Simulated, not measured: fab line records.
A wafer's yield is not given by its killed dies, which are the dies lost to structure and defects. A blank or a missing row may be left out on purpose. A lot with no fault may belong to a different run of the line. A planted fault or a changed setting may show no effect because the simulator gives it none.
Which tool did it? + flow n5-finfet + 11 lots with 33 wafers sampled at 5 steps, on a route of 1938 steps

## WHAT THE GAUGES READ, wafer by wafer
The record holds no reading of a measuring or inspecting step that can be judged against a usual standard deviation.

## WHAT TOOL EACH LOT RAN ON (gives the tool, then ch and the chambers of the sampled wafers, and finally the start)
| lot  | N5_BEOL_M13_PRECLEAN_39             | N5_PASSIVATION_STRIP_14            | N5_PASSIVATION_SPUTTER_20    | N5_PASSIVATION_AL_ETCH_33         | N5_PASSIVATION_PROBE_49 |
|------|-------------------------------------|------------------------------------|------------------------------|-----------------------------------|-------------------------|
| L914 | wet-bench-01 ch 2,4,6, day 10 18:00 | rie-diel-03 ch 0,1,3, day 11 17:04 | pvd-sputter-01, day 11 18:50 | rie-metal-03 ch 0,1, day 11 19:42 | -                       |
| L915 | wet-bench-02 ch 0,1,4, day 11 08:25 | rie-diel-04 ch 1,2,3, day 12 14:20 | pvd-sputter-02, day 12 15:10 | rie-metal-03 ch 0,1, day 12 16:13 | -                       |
| L919 | wet-bench-02 ch 1,5,6, day 12 03:07 | rie-diel-04 ch 0,1,2, day 13 00:58 | pvd-sputter-01, day 13 01:47 | rie-metal-03 ch 0,1, day 13 02:41 | -                       |
| L918 | wet-bench-02 ch 1,3,5, day 12 03:53 | rie-diel-03 ch 0,1, day 13 21:58   | pvd-sputter-01, day 13 22:19 | rie-metal-03 ch 0,1, day 13 23:04 | -                       |
| L921 | wet-bench-01 ch 0,2,3, day 13 12:07 | rie-diel-04 ch 0,2, day 14 08:24   | pvd-sputter-02, day 14 09:36 | rie-metal-01 ch 0,1, day 14 10:28 | -                       |
| L925 | wet-bench-02 ch 2,4,7, day 15 03:47 | rie-diel-03 ch 1,3, day 16 03:50   | pvd-sputter-03, day 16 04:29 | rie-metal-02 ch 0,1, day 16 05:23 | prober-02, day 16 10:38 |
| L930 | wet-bench-02 ch 5,6,7, day 15 06:47 | rie-diel-05 ch 0,1,3, day 16 03:37 | pvd-sputter-02, day 16 04:09 | rie-metal-03 ch 0,1, day 16 04:54 | prober-01, day 16 09:35 |
| L932 | wet-bench-06 ch 0,5,6, day 16 03:31 | rie-diel-03 ch 1,2,3, day 16 23:48 | pvd-sputter-02, day 17 00:19 | rie-metal-02 ch 0,1, day 17 01:13 | -                       |
| L934 | wet-bench-06 ch 0,4,5, day 16 03:58 | rie-diel-05 ch 0,1,3, day 17 03:37 | pvd-sputter-02, day 17 04:23 | rie-metal-02 ch 0,1, day 17 05:08 | -                       |
| L933 | wet-bench-01 ch 0,3,4, day 16 09:38 | rie-diel-04 ch 0,2,3, day 17 10:20 | pvd-sputter-01, day 17 10:38 | rie-metal-03 ch 0,1, day 17 11:23 | -                       |
| L935 | wet-bench-01 ch 2,6,7, day 16 14:41 | rie-diel-05 ch 1,2,3, day 17 14:20 | pvd-sputter-02, day 17 14:41 | rie-metal-01 ch 0,1, day 17 15:26 | -                       |
- N5_BEOL_M13_PRECLEAN_39: cleans in residue remover, time 60 s.
- N5_PASSIVATION_STRIP_14: strips in O2.
- N5_PASSIVATION_SPUTTER_20: material TaN, target thk 50 nm.
- N5_PASSIVATION_AL_ETCH_33: etches Al in Cl2/BCl3, stops on TaN, target depth 2800 nm, time 466.7 s.
- N5_PASSIVATION_PROBE_49

## AS READ BY THE TOOLS THEMSELVES (means over the sampled wafers that have a number; for cases with no such wafer, the mark the record gives instead)
N5_BEOL_M13_PRECLEAN_39. Usual: temp-c at 39.99 C, with a standard deviation of 0.11.
| lot  | tool         | temp-c (C) | flag |
|------|--------------|------------|------|
| L914 | wet-bench-01 | 40.02      |      |
| L915 | wet-bench-02 | 39.92      |      |
| L919 | wet-bench-02 | 40.02      |      |
| L918 | wet-bench-02 | 39.95      |      |
| L921 | wet-bench-01 | 40.01      |      |
| L925 | wet-bench-02 | 39.99      |      |
| L930 | wet-bench-02 | 40.02      |      |
| L932 | wet-bench-06 | 39.98      |      |
| L934 | wet-bench-06 | 39.95      |      |
| L933 | wet-bench-01 | 39.91      |      |
| L935 | wet-bench-01 | 39.94      |      |

N5_PASSIVATION_STRIP_14. Usual: drypump-motor-current-A 5.9 A, standard deviation 0.42; oes-product-au 0.76 a.u., standard deviation 0.087; rf-vpp-V 3.7 V, standard deviation 0.98; showerhead-plenum-p-Torr 2.11 Torr, standard deviation 0.055; temp-c 59.99 C, standard deviation 0.12; throttle-valve-pct 16.73 %, standard deviation 0.17.
| lot  | tool        | drypump-motor-current-A (A) | oes-product-au (a.u.) | rf-vpp-V (V) | showerhead-plenum-p-Torr (Torr) | temp-c (C) | throttle-valve-pct (%) | flag |
|------|-------------|-----------------------------|-----------------------|--------------|---------------------------------|------------|------------------------|------|
| L914 | rie-diel-03 | 6.0                         | 0.74                  | 4.1          | 2.06                            | 60.10      | 16.73                  |      |
| L915 | rie-diel-04 | 6.4                         | 0.72                  | 3.9          | 2.08                            | 60.03      | 16.78                  |      |
| L919 | rie-diel-04 | 6.1                         | 0.75                  | 3.0          | 2.13                            | 60.04      | 16.73                  |      |
| L918 | rie-diel-03 | 6.3                         | 0.75                  | 3.0          | 2.05                            | 59.97      | 16.71                  |      |
| L921 | rie-diel-04 | 6.1                         | 0.73                  | 3.4          | 2.12                            | 60.00      | 16.67                  |      |
| L925 | rie-diel-03 | 5.8                         | 0.91                  | 3.1          | 2.05                            | 59.96      | 16.51                  |      |
| L930 | rie-diel-05 | 5.6                         | 0.74                  | 2.7          | 2.15                            | 59.95      | 16.84                  |      |
| L932 | rie-diel-03 | 5.7                         | 0.81                  | 4.0          | 2.05                            | 59.95      | 16.60                  |      |
| L934 | rie-diel-05 | 5.6                         | 0.74                  | 3.9          | 2.15                            | 60.00      | 16.86                  |      |
| L933 | rie-diel-04 | 6.1                         | 0.81                  | 4.6          | 2.12                            | 60.08      | 16.56                  |      |
| L935 | rie-diel-05 | 5.7                         | 0.80                  | 4.2          | 2.16                            | 59.98      | 16.73                  |      |

N5_PASSIVATION_SPUTTER_20. Usual: throttle-valve-pct at 29.5 %, with a standard deviation of 1.
| lot  | tool           | throttle-valve-pct (%) | flag |
|------|----------------|------------------------|------|
| L914 | pvd-sputter-01 | 29.3                   |      |
| L915 | pvd-sputter-02 | 29.2                   |      |
| L919 | pvd-sputter-01 | 29.5                   |      |
| L918 | pvd-sputter-01 | 29.5                   |      |
| L921 | pvd-sputter-02 | 28.5                   |      |
| L925 | pvd-sputter-03 | 30.4                   |      |
| L930 | pvd-sputter-02 | 28.8                   |      |
| L932 | pvd-sputter-02 | 28.8                   |      |
| L934 | pvd-sputter-02 | 29.5                   |      |
| L933 | pvd-sputter-01 | 29.9                   |      |
| L935 | pvd-sputter-02 | 29.1                   |      |

N5_PASSIVATION_AL_ETCH_33. Usual: drypump-motor-current-A 5.7 A, standard deviation 0.37; oes-product-au 0.70 a.u., standard deviation 0.075; throttle-valve-pct 34.3 %, standard deviation 0.35.
| lot  | tool         | drypump-motor-current-A (A) | oes-product-au (a.u.) | throttle-valve-pct (%) | flag |
|------|--------------|-----------------------------|-----------------------|------------------------|------|
| L914 | rie-metal-03 | 6.0                         | 0.73                  | 34.2                   |      |
| L915 | rie-metal-03 | 6.0                         | 0.72                  | 34.2                   |      |
| L919 | rie-metal-03 | 5.7                         | 0.76                  | 34.0                   |      |
| L918 | rie-metal-03 | 6.0                         | 0.71                  | 34.2                   |      |
| L921 | rie-metal-01 | 5.7                         | 0.65                  | 34.5                   |      |
| L925 | rie-metal-02 | 5.5                         | 0.74                  | 34.3                   |      |
| L930 | rie-metal-03 | 6.0                         | 0.70                  | 34.2                   |      |
| L932 | rie-metal-02 | 5.5                         | 0.74                  | 34.3                   |      |
| L934 | rie-metal-02 | 5.5                         | 0.73                  | 34.3                   |      |
| L933 | rie-metal-03 | 6.0                         | 0.69                  | 34.2                   |      |
| L935 | rie-metal-01 | 5.8                         | 0.62                  | 34.3                   |      |

N5_PASSIVATION_PROBE_49. Usual: defect-limited-yield 90.9 %, standard deviation 1.3; killed_at_M0_to_M3 35, standard deviation 10; killed_at_M4_up 15, standard deviation 5.7; killed-at-contacts 14, standard deviation 6.4; killed-at-front-end 40, standard deviation 11; killed-at-other 4, standard deviation 3.1; killed-dies 108, standard deviation 16; killed-open 71, standard deviation 11; killed-short 34, standard deviation 7.7; sort_bin_5_function 5.4 %, standard deviation 0.9; sort_bin_6_memory 3.4 %, standard deviation 0.61; sort-n-pass 1072, standard deviation 16; sort-yield-pct 90.9 %, standard deviation 1.3.
| lot  | tool      | defect-limited-yield (%) | killed_at_M0_to_M3 | killed_at_M4_up | killed-at-contacts | killed-at-front-end | killed-at-other | killed-dies | killed-open | killed-short | sort_bin_5_function (%) | sort_bin_6_memory (%) | sort-n-pass | sort-yield-pct (%) | flag |
|------|-----------|--------------------------|--------------------|-----------------|--------------------|---------------------|-----------------|-------------|-------------|--------------|-------------------------|-----------------------|-------------|--------------------|------|
| L925 | prober-02 | 82.4                     | 25                 | 131             | 11                 | 31                  | 10              | 208         | 63          | 31           | 10.9                    | 3.6                   | 972         | 82.4               | OFF  |
| L930 | prober-01 | 81.9                     | 37                 | 134             | 9                  | 28                  | 4               | 213         | 62          | 28           | 11.0                    | 4.0                   | 967         | 81.9               | OFF  |

## THE ANSWER, worked out from the rows above alone
Rule: take the mean of a lot's wafers that have a number; if it is more than 3 standard deviations from the usual mean, the lot is off. A lot without any number at a reading at which 4 lots or more have one is off too. Where the step has rows for the other lots, those lots are counted as sound. Order of review: gauges by route order, followed by the tools' own readings, for which a lot's mean as printed above is used. At the first step where some lot is off, the reading lying furthest off is the one used; lots without a number count as furthest.
Off: L925, L930, at N5_PASSIVATION_PROBE_49 (killed_at_M4_up). Neither off nor sound, because the step has no rows for them: L914, L915, L919, L918, L921, L932, L934, L933, L935.
A tool fits if, at that step or a process step before it, it ran every lot that is off, and no sound lot after the first of them. One fits: N5_BEOL_M13_PRECLEAN_39 on wet-bench-02. It ran no sound lot before its first lot that is off in this sample, so the start can't be narrowed down.

## WHAT HAD BEEN PUT IN BY THE SIMULATOR
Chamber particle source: wet-bench-02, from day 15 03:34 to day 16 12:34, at N5_BEOL_M13_PRECLEAN_39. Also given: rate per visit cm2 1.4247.
Struck lots among those shown: L925, L930. The rule above reached the same finding.
